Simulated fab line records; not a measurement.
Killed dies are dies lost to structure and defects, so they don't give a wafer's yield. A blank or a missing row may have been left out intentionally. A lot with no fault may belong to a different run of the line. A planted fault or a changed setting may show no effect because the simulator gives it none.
Which tool did it?    flow nandHarc    72 wafers from 24 lots sampled at 2 of the route's 1302 steps

WHAT THE GAUGES READ, wafer by wafer
NHARC_A_BLC_CD_MEAS_10 targets a cd of 100 nm. Usual: cdNm reads 100.0 nm (standard deviation 0.47).
lot   measured      on        cdNm (nm)          flag
L074  day 22 18:13  cdSem-03  99.7 99.7 100.2    
L075  day 22 20:05  cdSem-03  100.0 99.9 100.4   
L076  day 23 00:21  cdSem-01  100.2 100.0 100.2  
L077  day 23 13:33  cdSem-02  100.3 101.0 101.6  
L078  day 24 01:13  cdSem-02  99.7 100.3 100.1   
L080  day 25 00:51  cdSem-02  100.2 99.7 99.9    
L079  day 25 02:41  cdSem-03  99.5 100.2 100.8   
L081  day 25 11:36  cdSem-01  100.8 100.7 100.8  
L082  day 25 17:30  cdSem-02  99.9 100.2 100.0   
L084  day 26 10:29  cdSem-02  99.5 100.0 100.0   
L083  day 26 12:59  cdSem-01  100.5 100.3 100.2  
L085  day 26 19:53  cdSem-03  100.1 100.6 100.3  
L086  day 27 21:20  cdSem-02  100.1 99.7 99.9    
L087  day 27 23:52  cdSem-02  99.6 99.4 100.1    
L089  day 28 10:52  cdSem-01  99.6 99.2 99.8     
L090  day 28 12:32  cdSem-03  99.5 100.2 100.4   
L088  day 28 14:14  cdSem-01  99.1 99.6 98.9     
L091  day 30 00:37  cdSem-02  100.0 100.0 99.9   
L092  day 30 04:36  cdSem-02  100.6 100.4 100.1  
L093  day 30 16:20  cdSem-01  99.5 98.9 100.1    
L094  day 30 20:29  cdSem-01  99.9 99.6 99.3     
L095  day 31 08:20  cdSem-03  100.3 101.0 99.7   
L096  day 31 12:52  cdSem-01  100.2 100.8 100.5  
L097  day 31 21:19  cdSem-03  100.5 100.0 99.8   

EACH LOT AND THE TOOL THAT RAN IT (in order: tool; ch and the chambers of the sampled wafers; start)
lot   NHARC_A_CONTACT_ETCH_110
L074  rieDiel-04 ch 0,1,2, day 22 15:36
L075  rieDiel-05 ch 0,1,2, day 22 17:24
L076  rieDiel-05 ch 0,2,3, day 22 21:43
L077  rieDiel-01 ch 0,2,3, day 23 10:47
L078  rieDiel-01 ch 0,1,2, day 23 22:13
L080  rieDiel-05 ch 0,1,3, day 24 22:09
L079  rieDiel-05 ch 0,1,3, day 24 23:58
L081  rieDiel-01 ch 0,3, day 25 09:03
L082  rieDiel-01 ch 1,2,3, day 25 14:58
L084  rieDiel-04 ch 0,2,3, day 26 07:51
L083  rieDiel-05 ch 1,2, day 26 10:15
L085  rieDiel-05 ch 0,2,3, day 26 17:14
L086  rieDiel-04 ch 0,2,3, day 27 18:41
L087  rieDiel-01 ch 0,2,3, day 27 21:13
L089  rieDiel-01 ch 1,2,3, day 28 08:11
L090  rieDiel-01 ch 2,3, day 28 09:50
L088  rieDiel-05 ch 0,3, day 28 11:35
L091  rieDiel-04 ch 0,1,3, day 29 21:58
L092  rieDiel-04 ch 0,2,3, day 30 02:05
L093  rieDiel-05 ch 0,1, day 30 13:46
L094  rieDiel-05 ch 1,2, day 30 17:49
L095  rieDiel-05 ch 0,1,2, day 31 05:49
L096  rieDiel-01 ch 2,3, day 31 10:11
L097  rieDiel-05 ch 0,2,3, day 31 18:40
- NHARC_A_CONTACT_ETCH_110: etches the open film in CF4/O2, target depth 60 nm, overetch 6 nm, time 33 s.

WHAT THE TOOLS THEMSELVES READ (means of the sampled wafers that have a number; where no wafer has one, the mark that the record gives instead)
NHARC_A_CONTACT_ETCH_110. Usual: biasW is 100.06 W with standard deviation 0.27, chamberPressureMTorr is 30.000 mTorr with standard deviation 0.028, drypumpMotorCurrentA is 5.7 A with standard deviation 0.42, oesProductAu is 1.001 a.u. with standard deviation 0.0069, rfVppV is 198.0 V with standard deviation 1.5, showerheadPlenumPTorr is 1.35 Torr with standard deviation 0.069, and throttleValvePct is 13.397 % with standard deviation 0.0088.
lot   tool        biasW (W)  chamberPressureMTorr (mTorr)  drypumpMotorCurrentA (A)  oesProductAu (a.u.)  rfVppV (V)  showerheadPlenumPTorr (Torr)  throttleValvePct (%)  flag
L074  rieDiel-04  100.33     30.004                        6.3                       0.996                196.8       1.30                          13.390                
L075  rieDiel-05  99.82      29.994                        5.6                       0.999                197.3       1.33                          13.404                
L076  rieDiel-05  100.09     30.008                        5.7                       0.989                197.7       1.34                          13.394                
L077  rieDiel-01  100.28     29.972                        5.9                       1.004                197.7       1.38                          13.395                
L078  rieDiel-01  100.07     30.010                        5.7                       1.003                196.9       1.33                          13.394                
L080  rieDiel-05  100.05     30.005                        5.4                       0.996                198.1       1.39                          13.397                
L079  rieDiel-05  100.18     30.010                        5.4                       0.997                199.0       1.39                          13.399                
L081  rieDiel-01  100.27     29.986                        5.7                       0.994                197.3       1.32                          13.401                
L082  rieDiel-01  100.04     30.011                        5.8                       1.005                198.1       1.38                          13.397                
L084  rieDiel-04  100.12     30.006                        6.0                       1.002                197.3       1.35                          13.402                
L083  rieDiel-05  99.90      30.014                        5.6                       1.002                197.2       1.31                          13.396                
L085  rieDiel-05  100.27     29.984                        5.7                       0.998                198.1       1.34                          13.394                
L086  rieDiel-04  100.43     29.989                        6.0                       1.004                198.1       1.35                          13.392                
L087  rieDiel-01  100.08     30.000                        5.9                       1.006                198.6       1.37                          13.396                
L089  rieDiel-01  99.94      29.999                        5.8                       1.000                198.3       1.37                          13.407                
L090  rieDiel-01  100.09     30.013                        6.0                       1.012                199.8       1.42                          13.395                
L088  rieDiel-05  99.85      30.005                        5.8                       1.007                197.7       1.36                          13.398                
L091  rieDiel-04  100.04     30.016                        6.0                       1.004                197.7       1.31                          13.402                
L092  rieDiel-04  99.86      29.988                        5.9                       0.995                197.4       1.34                          13.388                
L093  rieDiel-05  99.74      30.012                        5.7                       1.004                198.2       1.35                          13.400                
L094  rieDiel-05  100.18     30.008                        5.6                       1.000                197.6       1.31                          13.404                
L095  rieDiel-05  100.16     29.990                        5.6                       0.995                197.2       1.33                          13.400                
L096  rieDiel-01  99.87      30.001                        6.0                       1.005                199.3       1.41                          13.389                
L097  rieDiel-05  100.01     29.979                        5.7                       0.996                196.9       1.34                          13.387                

THE ANSWER, worked out from the rows above alone
Rule: a lot is off if the mean of its wafers that have a number lies more than 3 standard deviations from the usual mean. A lot without any number at a reading at which 4 lots or more have one is off too. The other lots that the step has rows for count as sound. First the gauges in route order, then the tools' own readings, where a lot's mean is used as printed above. The first step at which some lot is off is used, and at that step the reading that is off furthest; a lot without a number counts as furthest.
Across all readings shown, no lot is off: no conclusion can be drawn from this.

WHAT THE SIMULATOR HAD INSERTED
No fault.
